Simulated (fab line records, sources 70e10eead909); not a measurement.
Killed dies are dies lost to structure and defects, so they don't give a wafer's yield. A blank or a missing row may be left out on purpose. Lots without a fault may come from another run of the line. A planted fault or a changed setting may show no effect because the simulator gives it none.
fab line records | flow nand_harc
record lots=5 wafers=15 last_day=32
route steps=1302 shown A_SLIT@935
lots that met no fault: from a run of the same line without faults
start_h: hours from the record's first day to the start of the lot's first wafer shown | wait_h: hours since the lot's step before | " the same as in the row above | L1.1+2: a row that stands for several wafers | - no value, or no start given | * or withheld: withheld | < > ~ a bound
route shown NAME@n: a module of which the file shows steps, and the number in the route of the first | usual: mean/standard deviation of fault-free wafers | same: alike in all rows | chamber/n: place in a boat | sites: the reading at each site | _std_site: their standard deviation | _edge_site: outer sites' mean less inner sites' | radius_mm: how far each site lies from the wafer's centre | mask NAME#n: copy n | behind: the tool/chamber that last shaped the wafer | hold: why the lot was held/for how many hours/how that ended | device: the transistor (n, p or np) that didn't switch | end of line: the same wafers' tests at the end of the route | a step without rows: its recipe alone | killed: dies lost to structure and defects at the first sort, not the wafer's yield | map: a wafer's dies, x killed, . not, _ none there
set.NAME: the setting as run; set.NAME@STEP: as run at that earlier step | model.NAME: the simulator's own value behind a step, which no gauge read
lots at some steps of the route; a table a step, a row a wafer
services: from which hour (start_h, from the record's first day; less than 0 if before it) a tool's chamber was out of use, for how many hours, and why
## steps
# step NHARC_A_SLIT_INSPECT_11
# usual raw_defect_count=57/32
# columns lot.wafer tool chamber start_h wait_h raw_defect_count
L080.1 defect_inspect-01 - 496.43 0.0 61
L080.2 " - " " 72
L080.4 " - " " 72
L087.1 defect_inspect-02 - 568.84 0.0 59
L087.4 " - " " 64
L087.5 " - " " 76
L088.1 defect_inspect-02 - 586.23 0.0 85
L088.3 " - " " 104
L088.6 " - " " 85
L093.3 defect_inspect-02 - 629.39 0.0 24
L093.5 " - " " 14
L093.6 " - " " 21
L095.1 defect_inspect-02 - 660.90 0.0 75
L095.2 " - " " 80
L095.4 " - " " 74
# step NHARC_A_SLIT_DESCUM_14
# recipe time_s=3 o2_flow_sccm=200 ar_flow_sccm=0 bias_power_w=0 chemistry=O2
# usual drypump_motor_current_A=5.8/0.39 oes_product_au=0.998/0.01 rf_vpp_V=57.9/0.84 showerhead_plenum_p_Torr=1.92/0.067 throttle_valve_pct=11.312/0.0078
# columns lot.wafer tool chamber start_h wait_h drypump_motor_current_A oes_product_au rf_hours_counter_h rf_vpp_V showerhead_plenum_p_Torr throttle_valve_pct
L080.2 rie_diel-01 0 496.50 0.1 6.1 1.008 6 58.3 1.93 11.321
L080.4 " 1 " " 6.2 0.991 7 57.1 1.84 11.320
L080.1 " 2 " " 5.6 0.984 6 59.0 1.89 11.301
L087.1 rie_diel-10 1 568.91 0.1 5.8 1.004 4 56.3 1.79 11.306
L087.4 " 2 " " 5.3 0.978 5 57.8 1.92 11.314
L087.5 " 1 " " 5.8 1.007 - 57.5 1.79 11.306
L088.1 rie_diel-04 1 586.30 0.1 5.7 0.997 3 58.3 1.91 11.317
L088.3 " 3 " " 6.1 1.011 3 57.9 2.05 11.319
L088.6 " 0 " " 5.4 1.002 - 59.0 2.00 11.308
L093.3 rie_diel-04 2 629.46 0.1 5.0 0.997 7 57.8 2.00 11.329
L093.5 " 1 " " 5.7 1.004 - 59.0 1.91 11.316
L093.6 " 2 " " 5.0 0.988 - 58.7 2.00 11.302
L095.4 rie_diel-04 1 660.97 0.1 5.7 0.993 10 57.9 1.91 11.304
L095.1 " 2 " " 5.0 0.985 9 58.3 2.00 11.306
L095.2 " 3 " " 6.1 1.002 9 58.9 2.05 11.314
# step NHARC_A_SLIT_ETCH_24
# recipe target_depth_a=1210 time_s=60.5 cf4_flow_sccm=100 chf3_flow_sccm=30 ar_flow_sccm=0 rf_w=500 bias_w=200 chemistry=CF4/CHF3
# usual drypump_motor_current_A=5.8/0.39 oes_product_au=0.961/0.019 rf_vpp_V=370.9/1.9 showerhead_plenum_p_Torr=1.58/0.054 throttle_valve_pct=16.802/0.0089
# columns lot.wafer tool chamber start_h wait_h drypump_motor_current_A oes_product_au rf_hours_counter_h rf_vpp_V showerhead_plenum_p_Torr throttle_valve_pct
L080.2 rie_diel-01 2 496.59 0.1 5.5 0.958 6 369.5 1.55 16.824
L080.4 " 3 " " 5.9 0.972 6 370.6 1.55 16.808
L080.1 " 0 " " 6.0 0.951 6 370.7 1.59 16.800
L087.1 rie_diel-10 0 568.99 0.1 6.2 0.973 4 370.3 1.55 16.804
L087.4 " 2 " " 5.3 0.976 5 370.7 1.58 16.820
L087.5 " 0 " " 6.2 0.977 - 368.9 1.55 16.798
L088.1 rie_diel-04 0 586.39 0.1 5.4 0.961 3 374.9 1.64 16.791
L088.3 " 1 " " 5.7 0.953 3 370.8 1.57 16.810
L088.6 " 3 " " 6.1 0.975 - 374.2 1.68 16.802
L093.3 rie_diel-04 1 629.55 0.1 5.7 0.956 7 370.6 1.57 16.800
L093.5 " 2 " " 5.0 0.945 - 372.6 1.64 16.805
L093.6 " 3 " " 6.1 0.986 - 374.2 1.68 16.796
L095.4 rie_diel-04 3 661.05 0.1 6.1 1.003 9 373.6 1.68 16.805
L095.2 " 0 " " 5.4 0.955 9 373.3 1.64 16.810
L095.1 " 1 " " 5.7 0.961 10 371.8 1.57 16.799
# step NHARC_A_SLIT_ETCH_15
# recipe target_depth_a=62000 over_etch_frac=0.3 time_s=1612 ion_energy_ev=150 o2_flow_sccm=400 cos_flow_sccm=20 ar_flow_sccm=0 rf_w=500 bias_w=300 chemistry=O2/COS
# usual drypump_motor_current_A=5.8/0.39 oes_product_au=0.997/0.0095 rf_vpp_V=314.2/1.7 showerhead_plenum_p_Torr=3.14/0.1 throttle_valve_pct=28.330/0.0088
# columns lot.wafer tool chamber start_h wait_h drypump_motor_current_A oes_product_au rf_hours_counter_h rf_vpp_V showerhead_plenum_p_Torr throttle_valve_pct
L080.4 rie_diel-01 0 - - 6.1 0.987 7 312.8 3.15 28.342
L080.1 " 1 " " 6.2 0.982 7 313.8 3.01 28.335
L080.2 " 3 " " 5.9 1.001 6 314.8 3.07 28.332
L087.1 rie_diel-10 2 - - 5.3 0.981 6 313.9 3.13 28.338
L087.4 " 3 " " 5.6 1.000 5 316.2 3.19 28.320
L087.5 " 1 " " 5.8 0.993 - 309.5 2.94 28.325
L088.1 rie_diel-04 3 - - 6.1 1.006 3 318.2 3.34 28.335
L088.3 " 1 " " 5.7 0.997 3 313.8 3.12 28.342
L088.6 " 2 " " 5.0 0.980 - 315.6 3.26 28.346
L093.3 rie_diel-04 2 - - 4.9 0.986 7 314.4 3.26 28.345
L093.5 " 1 " " 5.7 1.000 - 313.5 3.12 28.334
L093.6 " 2 " " 5.0 0.985 - 316.5 3.26 28.334
L095.2 rie_diel-04 3 - - 6.1 1.012 9 319.5 3.33 28.347
L095.4 " 0 " " 5.4 0.988 9 315.5 3.26 28.320
L095.1 " 1 " " 5.7 1.002 10 314.1 3.12 28.312
# step NHARC_A_SLIT_ETCH_17
# recipe bias_v=900 source_w=withheld pressure_mtorr=20 ar_flow_sccm=375 c4f8_flow_sccm=83.3 o2_flow_sccm=41.7 time_s=4254.5 target_depth_a=2.03e+05 chemistry=C4F8/O2/Ar
# usual drypump_motor_current_A=6.3/0.37 showerhead_plenum_p_Torr=3.68/0.12 throttle_valve_pct=32.045/0.01
# columns lot.wafer tool chamber start_h wait_h drypump_motor_current_A rf_hours_counter_h showerhead_plenum_p_Torr throttle_valve_pct
L080.2 har_etch-01 1 497.76 - 5.7 276 3.61 32.027
L080.1 " 0 " " 6.6 276 3.64 32.054
L080.4 " 1 " " 5.7 - 3.61 32.025
L087.1 har_etch-01 0 570.76 - 6.6 314 3.62 32.047
L087.4 " 0 571.96 - 6.6 - 3.62 32.046
L087.5 " 1 " " 5.7 - 3.59 32.045
L088.1 har_etch-02 1 587.55 - 6.2 112 3.88 32.057
L088.3 " 0 589.37 - 6.6 - 3.65 32.059
L088.6 " 0 590.59 - 6.6 - 3.65 32.040
L093.3 har_etch-02 1 633.10 - 6.2 - 3.86 32.044
L093.5 " 1 634.32 - 6.2 - 3.86 32.033
L093.6 " 0 " " 6.6 - 3.63 32.048
L095.2 har_etch-02 1 662.46 - 6.2 154 3.85 32.065
L095.1 " 0 " " 6.6 154 3.63 32.046
L095.4 " 1 " " 6.2 - 3.85 32.062
# step NHARC_A_SLIT_ETCH_26
# recipe bias_v=400 source_w=2000 pressure_mtorr=25 time_s=90 ar_flow_sccm=375 c4f8_flow_sccm=41.7 o2_flow_sccm=83.3 target_depth_a=4000 chemistry=C4F8/O2/Ar
# usual bias_v=400/3.7 drypump_motor_current_A=6.3/0.37 showerhead_plenum_p_Torr=3.71/0.12 throttle_valve_pct=27.621/0.0083
# columns lot.wafer tool chamber start_h wait_h bias_v drypump_motor_current_A rf_hours_counter_h showerhead_plenum_p_Torr throttle_valve_pct
L080.2 har_etch-01 1 501.38 3.0 398 5.7 279 3.64 27.633
L080.1 " 0 " " 404 6.6 279 3.67 27.618
L080.4 " 1 " " 397 5.7 - 3.64 27.617
L087.1 har_etch-01 0 573.80 2.4 406 6.6 317 3.65 27.623
L087.4 " 0 " " 399 6.6 - 3.65 27.630
L087.5 " 1 " " 401 5.7 - 3.61 27.599
L088.1 har_etch-02 1 591.19 3.0 403 6.2 115 3.91 27.627
L088.3 " 0 " " 401 6.6 - 3.68 27.622
L088.6 " 0 " " 402 6.6 - 3.68 27.632
L093.3 har_etch-02 1 635.60 1.9 399 6.2 - 3.90 27.623
L093.5 " 1 " " 404 6.2 - 3.90 27.620
L093.6 " 0 " " 389 6.6 - 3.66 27.615
L095.2 har_etch-02 1 666.07 3.0 400 6.2 157 3.89 27.623
L095.1 " 0 " " 400 6.6 157 3.66 27.620
L095.4 " 1 " " 398 6.2 - 3.89 27.616
# step NHARC_A_SLIT_STRIP_28
# recipe o2_flow_sccm=400 cos_flow_sccm=20 ar_flow_sccm=0 bias_w=0 chemistry=O2/COS
# columns lot.wafer tool chamber start_h wait_h
L080.4+1+2 rie_diel-04 2,3,0 502.18 0.7
L087.1+4+5 rie_diel-04 3,1,0 574.56 0.7
L088.1+3+6 rie_diel-04 3,2,0 591.98 0.8
L093.3+5+6 rie_diel-10 3,3,0 636.33 0.7
L095.1+2+4 rie_diel-04 3,0,2 666.86 0.7
# step NHARC_A_SLIT_ETCH_29
# recipe target_depth_a=1000 overetch_a=100 time_s=55 ion_energy_ev=100 cf4_flow_sccm=80 o2_flow_sccm=20 ar_flow_sccm=0 rf_w=300 bias_w=100 chemistry=CF4/O2
# usual drypump_motor_current_A=5.7/0.38 oes_product_au=1.000/0.01 rf_vpp_V=198.0/1.3 showerhead_plenum_p_Torr=1.35/0.049 throttle_valve_pct=13.395/0.0099
# columns lot.wafer tool chamber start_h wait_h drypump_motor_current_A oes_product_au rf_hours_counter_h rf_vpp_V showerhead_plenum_p_Torr throttle_valve_pct
L080.2 rie_diel-04 3 502.26 0.1 6.1 1.000 9 200.5 1.43 13.394
L080.1 " 0 " " 5.4 1.009 8 200.1 1.40 13.389
L080.4 " 1 " " 5.7 0.998 8 197.5 1.33 13.401
L087.1 rie_diel-04 0 574.66 0.1 5.4 1.002 2 198.5 1.40 13.392
L087.4 " 1 " " 5.7 0.990 2 197.3 1.33 13.386
L087.5 " 3 " " 6.1 1.004 - 199.5 1.43 13.411
L088.1 rie_diel-04 0 592.08 0.1 5.4 1.008 3 199.2 1.40 13.390
L088.3 " 3 " " 6.1 1.006 4 199.4 1.43 13.378
L088.6 " 1 " " 5.7 0.987 - 198.4 1.33 13.394
L093.3 rie_diel-10 3 636.42 0.1 5.6 0.993 2 199.5 1.36 13.385
L093.6 " 3 " " 5.7 1.014 - 198.7 1.36 13.399
L093.5 " 0 " " 6.2 1.008 - 198.5 1.32 13.397
L095.2 rie_diel-04 3 666.95 0.1 6.1 1.005 10 197.9 1.43 13.385
L095.1 " 0 " " 5.4 1.003 10 199.6 1.39 13.384
L095.4 " 1 " " 5.6 1.003 10 197.1 1.33 13.402
# step NHARC_A_SLIT_STRIP_18
# recipe o2_flow_sccm=500 ar_flow_sccm=0 bias_w=0 chemistry=O2
# usual drypump_motor_current_A=5.7/0.4 oes_product_au=0.999/0.01 rf_vpp_V=57.8/0.93 showerhead_plenum_p_Torr=3.56/0.12 throttle_valve_pct=17.036/0.01
# columns lot.wafer tool chamber start_h wait_h drypump_motor_current_A oes_product_au rf_hours_counter_h rf_vpp_V showerhead_plenum_p_Torr throttle_valve_pct
L080.1 rie_diel-04 0 - - 5.4 1.001 8 58.6 3.68 17.026
L080.2 " 1 " " 5.7 0.993 8 57.4 3.53 17.034
L080.4 " 2 " " 5.0 0.996 8 58.6 3.68 17.038
L087.1 rie_diel-04 1 - - 5.7 0.995 2 58.0 3.53 17.032
L087.4 " 2 " " 5.0 0.991 2 58.6 3.68 17.032
L087.5 " 1 " " 5.7 1.005 - 57.0 3.53 17.046
L088.3 rie_diel-04 1 - - 5.7 0.989 4 59.1 3.52 17.044
L088.1 " 0 " " 5.4 0.990 3 58.2 3.68 17.044
L088.6 " 1 " " 5.7 0.995 - 58.6 3.52 17.032
L093.3 rie_diel-10 2 - - 5.3 1.009 1 56.5 3.53 17.047
L093.5 " 0 " " 6.3 1.016 - 58.4 3.48 17.022
L093.6 " 1 " " 5.8 1.014 - 57.7 3.32 17.049
L095.4 rie_diel-04 2 - - 5.0 0.990 10 58.8 3.68 17.041
L095.1 " 0 " " 5.4 0.985 10 56.6 3.68 17.041
L095.2 " 1 " " 5.7 0.994 10 57.9 3.52 17.037
# step NHARC_A_SLIT_PRECLEAN_19
# recipe time_s=* temp_c=50 bath_age_min=0 chemistry=SC1
# columns lot.wafer tool chamber start_h wait_h
L080.2+4+1 wet_bench-02 0,2,3 502.66 -
L087.4+5+1 wet_bench-07 4,6,0 575.06 -
L088.1+6+3 wet_bench-02 6,7,2 592.48 -
L093.6+5+3 wet_bench-02 3,4,5 636.82 -
L095.1+4+2 wet_bench-01 2,3,7 667.35 -
# step NHARC_A_SLIT_SRD_20
# columns lot.wafer tool chamber start_h wait_h
L080.2+4+1 wet_bench-02 0,2,3 - -
L087.4+5+1 wet_bench-07 4,6,0 - -
L088.1+6+3 wet_bench-02 6,7,2 - -
L093.6+5+3 wet_bench-02 3,4,5 - -
L095.1+4+2 wet_bench-01 2,3,7 - -
# step NHARC_A_SLIT_CD_MEAS_21
# usual cd_nm=289.9/0.7
# columns lot.wafer tool chamber start_h wait_h cd_nm
L080.1 cd_sem-01 - 502.80 - 290.4
L080.2 " - " " 290.1
L080.4 " - " " 289.1
L087.1 cd_sem-01 - 575.19 - 290.0
L087.4 " - " " 289.0
L087.5 " - " " 289.0
L088.1 cd_sem-01 - 592.61 - 290.8
L088.3 " - " " 289.1
L088.6 " - " " 288.8
L093.3 cd_sem-03 - 636.97 - 290.1
L093.5 " - " " 289.7
L093.6 " - " " 289.7
L095.1 cd_sem-03 - 667.49 - 290.8
L095.2 " - " " 289.5
L095.4 " - " " 289.4
## services
# columns tool chamber start_h hours kind
rie_diel-01 3 481.33 4.3 repair
rie_diel-04 0 486.45 - clean
rie_diel-04 1 486.45 - clean
rie_diel-04 2 486.45 - clean
rie_diel-04 3 486.45 - clean
rie_diel-04 0 510.95 - clean
rie_diel-04 1 510.95 - clean
rie_diel-04 2 510.95 - clean
rie_diel-04 3 510.95 - clean
wet_bench-07 - 512.02 8.0 pm
rie_diel-10 1 519.88 2.9 repair
rie_diel-04 - 531.95 9.0 pm
rie_diel-04 0 531.95 9.0 vent_cycle
rie_diel-04 1 531.95 9.0 vent_cycle
rie_diel-04 2 531.95 9.0 vent_cycle
rie_diel-04 3 531.95 9.0 vent_cycle
wet_bench-02 - 533.96 1.7 repair
rie_diel-01 - 557.89 9.0 pm
rie_diel-01 1 570.66 13.2 repair
wet_bench-02 - 596.02 8.0 pm
rie_diel-10 - 596.50 9.0 pm
wet_bench-01 - 629.60 8.0 pm
rie_diel-04 2 632.46 3.9 repair
har_etch-02 - 651.84 3.9 repair
## key
fault none
